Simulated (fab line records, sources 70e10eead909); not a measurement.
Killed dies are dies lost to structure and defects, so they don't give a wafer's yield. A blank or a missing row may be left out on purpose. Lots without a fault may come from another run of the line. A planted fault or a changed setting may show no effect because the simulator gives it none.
fab line records | flow nand_harc | part 2 of 2: steps 5 to 6 of 6
record lots=24 wafers=72 last_day=34
route steps=1302 shown A_CHANNEL_HOLE_D2@589 A_CHANNEL_FILL_D2@620 A_STAIRCASE@682
lots that met no fault: from a run of the same line without faults
start_h: hours from the record's first day to the start of the lot's first wafer shown | wait_h: hours since the lot's step before | " the same as in the row above | L1.1+2: a row that stands for several wafers | - no value, or no start given | * or withheld: withheld | < > ~ a bound
route shown NAME@n: a module of which the file shows steps, and the number in the route of the first | usual: mean/standard deviation of fault-free wafers | same: alike in all rows | chamber/n: place in a boat | sites: the reading at each site | _std_site: their standard deviation | _edge_site: outer sites' mean less inner sites' | radius_mm: how far each site lies from the wafer's centre | mask NAME#n: copy n | behind: the tool/chamber that last shaped the wafer | hold: why the lot was held/for how many hours/how that ended | device: the transistor (n, p or np) that didn't switch | end of line: the same wafers' tests at the end of the route | a step without rows: its recipe alone | killed: dies lost to structure and defects at the first sort, not the wafer's yield | map: a wafer's dies, x killed, . not, _ none there
set.NAME: the setting as run; set.NAME@STEP: as run at that earlier step | model.NAME: the simulator's own value behind a step, which no gauge read
steps of the route over a sample of lots; a table a step, a row a wafer
services: from which hour (start_h, from the record's first day; less than 0 if before it) a tool's chamber was out of use, for how many hours, and why
## steps
# step NHARC_A_STAIRCASE_ETCH_25
# recipe target_depth_a=1000 time_s=40.5 ion_energy_ev=400 c4f8_flow_sccm=20 o2_flow_sccm=10 ar_flow_sccm=withheld rf_w=600 bias_w=1000 chemistry=C4F8/O2
# usual oes_product_au=0.949/0.018 rf_vpp_V=897/5.8
# columns lot.wafer tool chamber start_h wait_h oes_product_au rf_hours_counter_h rf_vpp_V
L074.2 rie_diel-12 0 - - 0.940 27 903
L074.4 " 1 " " 0.962 - 905
L074.5 " 2 " " 0.956 - 898
L075.3 rie_diel-05 1 - - 0.947 43 891
L075.2 " 2 " " 0.951 45 895
L075.6 " 0 " " 0.941 - 897
L076.3 rie_diel-12 0 - - 0.908 36 903
L076.2 " 1 " " 0.942 37 905
L076.1 " 3 " " 0.927 26 891
L078.4 rie_diel-05 3 - - 0.910 49 892
L078.2 " 1 " " 0.960 53 891
L078.6 " 3 " " 0.912 - 890
L077.1 rie_diel-09 0 - - 0.958 21 891
L077.4 " 1 " " 0.965 26 904
L077.5 " 0 " " 0.967 - 890
L079.4 rie_diel-09 2 - - 0.922 32 904
L079.1 " 3 " " 0.946 27 897
L079.2 " 0 " " 0.954 27 889
L080.2 rie_diel-09 2 - - 0.924 32 905
L080.1 " 1 " " 0.948 31 903
L080.6 " 3 " " 0.958 - 897
L081.4 rie_diel-09 2 - - 0.914 36 906
L081.1 " 3 " " 0.947 33 897
L081.3 " 1 " " 0.959 36 902
L082.4 rie_diel-12 1 - - 0.961 54 905
L082.6 " 0 " " 0.934 - 902
L082.5 " 1 " " 0.962 - 905
L083.3 rie_diel-05 2 - - 0.948 5 895
L083.6 " 2 " " 0.954 - 893
L083.5 " 3 " " 0.933 - 892
L085.4 rie_diel-09 0 - - 0.956 48 891
L085.3 " 3 " " 0.946 48 897
L085.5 " 1 " " 0.954 - 903
L084.2 rie_diel-12 0 - - 0.951 0 903
L084.5 " 3 " " 0.961 - 888
L084.6 " 0 " " 0.968 - 903
L086.1 rie_diel-05 3 - - 0.926 24 890
L086.3 " 0 " " 0.952 24 897
L086.6 " 0 " " 0.952 - 898
L087.1 rie_diel-12 2 - - 0.938 17 897
L087.3 " 1 " " 0.955 16 904
L087.5 " 3 " " 0.950 - 889
L089.3 rie_diel-05 3 - - 0.920 30 890
L089.4 " 0 " " 0.952 35 896
L089.2 " 1 " " 0.926 35 891
L088.4 rie_diel-09 1 - - 0.948 2 902
L088.1 " 3 " " 0.941 2 897
L088.3 " 0 " " 0.964 2 889
L090.1 rie_diel-12 3 - - 0.944 23 888
L090.2 " 1 " " 0.960 20 905
L090.6 " 2 " " 0.940 - 898
L091.2 rie_diel-12 3 - - 0.946 23 889
L091.4 " 1 " " 0.971 20 904
L091.5 " 0 " " 0.953 - 903
L092.2 rie_diel-09 0 - - 0.960 17 889
L092.1 " 1 " " 0.939 20 903
L092.4 " 3 " " 0.934 16 896
L093.4 rie_diel-09 3 545.02 - 0.993 16 896
L093.3 " 2 " " 0.997 20 904
L093.5 " 3 " " 0.997 - 895
L094.3 rie_diel-12 3 - - 0.959 31 888
L094.1 " 2 " " 0.952 29 897
L094.4 " 2 " " 0.950 - 899
L096.1 rie_diel-09 2 - - 0.949 26 903
L096.2 " 0 " " 0.962 25 889
L096.5 " 3 " " 0.934 - 895
L095.4 rie_diel-12 1 - - 0.954 34 903
L095.6 " 0 " " 0.962 - 902
L095.5 " 1 " " 0.949 - 903
L097.2 rie_diel-09 1 - - 0.936 40 901
L097.4 " 2 " " 0.936 38 903
L097.6 " 3 " " 0.949 - 895
# step NHARC_A_STAIRCASE_TRIM_196
# recipe time_s=211.2 o2_flow_sccm=500 ar_flow_sccm=0 bias_w=0 chemistry=O2
# usual drypump_motor_current_A=5.7/0.5 oes_product_au=1.003/0.012 rf_vpp_V=57.8/0.88 showerhead_plenum_p_Torr=3.55/0.16 throttle_valve_pct=17.038/0.0084
# columns lot.wafer tool chamber start_h wait_h drypump_motor_current_A oes_product_au rf_hours_counter_h rf_vpp_V showerhead_plenum_p_Torr throttle_valve_pct
L074.2 rie_diel-05 2 357.41 0.1 6.8 0.991 46 56.9 3.49 17.039
L074.5 " 2 " " 6.7 1.010 - 57.3 3.49 17.036
L074.4 " 1 " " 5.3 1.005 - 58.0 3.39 17.035
L075.2 rie_diel-09 2 357.83 0.1 6.1 0.977 10 59.8 3.77 17.052
L075.3 " 3 " " 5.8 1.012 9 58.3 3.57 17.046
L075.6 " 1 " " 6.2 0.994 - 58.6 3.74 17.046
L076.2 rie_diel-05 2 380.11 0.1 6.7 0.992 53 58.2 3.48 17.026
L076.3 " 3 " " 5.3 0.983 47 56.6 3.39 17.051
L076.1 " 1 " " 5.3 1.015 50 56.9 3.39 17.035
L078.4 rie_diel-09 2 390.93 0.1 6.1 0.984 23 57.3 3.76 17.043
L078.2 " 0 " " 6.0 1.012 20 56.3 3.37 17.039
L078.6 " 1 " " 6.2 1.012 - 57.2 3.73 17.027
L077.1 rie_diel-09 1 397.06 0.1 6.2 1.012 26 56.8 3.73 17.040
L077.4 " 2 " " 6.1 0.986 25 57.6 3.76 17.056
L077.5 " 1 " " 6.2 1.007 - 58.4 3.73 17.038
L079.4 rie_diel-12 1 413.33 0.1 5.2 1.019 48 59.3 3.78 17.030
L079.2 " 3 " " 5.1 1.010 37 56.7 3.36 17.039
L079.1 " 0 " " 6.1 0.991 47 56.8 3.72 17.021
L080.1 rie_diel-12 0 413.49 0.1 6.1 0.987 47 58.3 3.72 17.037
L080.2 " 1 " " 5.2 1.008 48 57.9 3.78 17.026
L080.6 " 0 " " 6.0 0.986 - 58.3 3.73 17.037
L081.1 rie_diel-09 0 424.90 0.1 6.0 1.013 33 57.9 3.37 17.048
L081.3 " 1 " " 6.2 1.017 36 59.6 3.72 17.029
L081.4 " 2 " " 6.1 0.982 36 59.4 3.75 17.041
L082.4 rie_diel-12 3 432.98 0.1 5.1 1.017 43 59.2 3.35 17.033
L082.5 " 0 " " 6.1 0.993 - 58.2 3.72 17.032
L082.6 " 1 " " 5.2 1.015 - 59.4 3.78 17.034
L083.3 rie_diel-05 1 446.58 0.1 5.2 0.989 12 57.2 3.38 17.028
L083.5 " 2 " " 6.7 0.992 - 57.2 3.48 17.030
L083.6 " 3 " " 5.3 0.977 - 56.7 3.38 17.040
L085.3 rie_diel-05 1 460.45 0.1 5.3 0.981 19 58.4 3.37 17.028
L085.4 " 3 " " 5.3 0.995 19 58.4 3.38 17.041
L085.5 " 1 " " 5.3 0.985 - 58.0 3.37 17.044
L084.2 rie_diel-05 0 460.77 0.3 5.4 1.013 20 56.6 3.57 17.028
L084.5 " 3 " " 5.3 0.997 - 55.7 3.38 17.033
L084.6 " 0 " " 5.4 1.026 - 59.3 3.57 17.034
L086.1 rie_diel-12 1 488.31 0.1 5.1 1.020 10 57.5 3.77 17.049
L086.3 " 2 " " 5.6 1.018 9 57.6 3.58 17.048
L086.6 " 2 " " 5.6 1.002 - 58.5 3.59 17.047
L087.3 rie_diel-09 0 511.68 0.1 6.0 1.014 2 57.2 3.35 17.037
L087.1 " 2 " " 6.1 0.999 3 57.5 3.74 17.040
L087.5 " 3 " " 5.8 0.981 - 57.1 3.54 17.049
L089.2 rie_diel-05 1 512.48 0.1 5.3 0.991 37 57.8 3.36 17.045
L089.3 " 2 " " 6.8 1.018 27 58.2 3.47 17.053
L089.4 " 3 " " 5.3 0.996 32 58.8 3.37 17.047
L088.1 rie_diel-09 1 513.14 0.1 6.2 1.002 3 58.3 3.71 17.042
L088.3 " 2 " " 6.1 0.989 3 58.9 3.74 17.029
L088.4 " 0 " " 6.0 1.004 3 57.8 3.35 17.051
L090.2 rie_diel-12 0 528.29 0.1 6.1 1.005 20 57.5 3.71 17.036
L090.1 " 1 " " 5.2 1.018 20 57.5 3.76 17.055
L090.6 " 2 " " 5.7 1.005 - 58.2 3.58 17.048
L091.4 rie_diel-09 2 528.44 0.1 6.1 0.993 11 58.3 3.74 17.042
L091.2 " 3 " " 5.8 0.993 10 56.5 3.53 17.031
L091.5 " 2 " " 6.1 1.004 - 58.6 3.74 17.031
L092.1 rie_diel-09 0 544.32 0.1 6.0 1.020 18 56.6 3.34 17.015
L092.2 " 1 " " 6.3 0.986 21 57.3 3.70 17.032
L092.4 " 0 " " 5.9 1.021 - 58.5 3.34 17.042
L093.3 rie_diel-12 2 548.07 0.1 5.7 1.008 27 58.4 3.57 17.020
L093.5 " 2 " " 5.6 1.007 - 57.8 3.58 17.043
L093.4 " 1 " " 5.2 1.010 - 58.2 3.76 17.047
L094.1 rie_diel-12 2 554.29 0.1 5.6 1.011 29 59.0 3.57 17.020
L094.3 " 3 " " 5.1 1.018 31 57.1 3.34 17.039
L094.4 " 3 " " 5.1 1.002 - 57.3 3.34 17.041
L096.1 rie_diel-12 0 573.48 0.1 6.1 1.011 28 58.1 3.70 17.048
L096.2 " 2 " " 5.6 1.008 34 57.1 3.57 17.036
L096.5 " 0 " " 6.1 1.006 - 58.5 3.70 17.033
L095.4 rie_diel-05 3 581.13 0.1 5.2 1.007 54 58.2 3.36 17.036
L095.5 " 0 " " 5.4 1.009 - 57.7 3.55 17.035
L095.6 " 1 " " 5.3 0.994 - 57.6 3.35 17.041
L097.2 rie_diel-05 3 599.64 0.1 5.3 1.006 1 56.6 3.36 17.033
L097.4 " 3 " " 5.3 1.009 - 55.9 3.36 17.045
L097.6 " 1 " " 5.3 0.998 - 59.2 3.35 17.028
## services
# columns tool chamber start_h hours kind
rie_diel-12 - 269.93 9.0 pm
rie_diel-11 - 288.08 0.7 repair
rie_diel-09 - 320.12 9.0 pm
rie_diel-11 1 320.26 4.7 repair
rie_diel-12 3 338.90 21.6 repair
rie_diel-05 3 343.92 16.0 repair
rie_diel-09 3 369.41 2.4 repair
har_etch-02 - 380.15 17.0 pm
rie_diel-11 2 385.28 13.1 repair
rie_diel-05 - 406.60 9.0 pm
rie_diel-11 3 417.94 5.0 repair
rie_diel-11 1 420.24 25.8 repair
rie_diel-09 2 436.62 4.4 repair
rie_diel-12 - 446.93 9.0 pm
rie_diel-12 0 476.15 8.5 repair
rie_diel-09 - 497.12 9.0 pm
rie_diel-05 1 526.54 6.4 repair
har_etch-01 - 530.70 9.8 repair
rie_diel-05 - 541.85 0.6 repair
rie_diel-09 3 542.58 2.1 repair
rie_diel-05 - 544.38 0.7 repair
rie_diel-12 - 551.43 0.1 repair
rie_diel-05 - 583.60 9.0 pm
rie_diel-05 0 598.63 27.0 repair
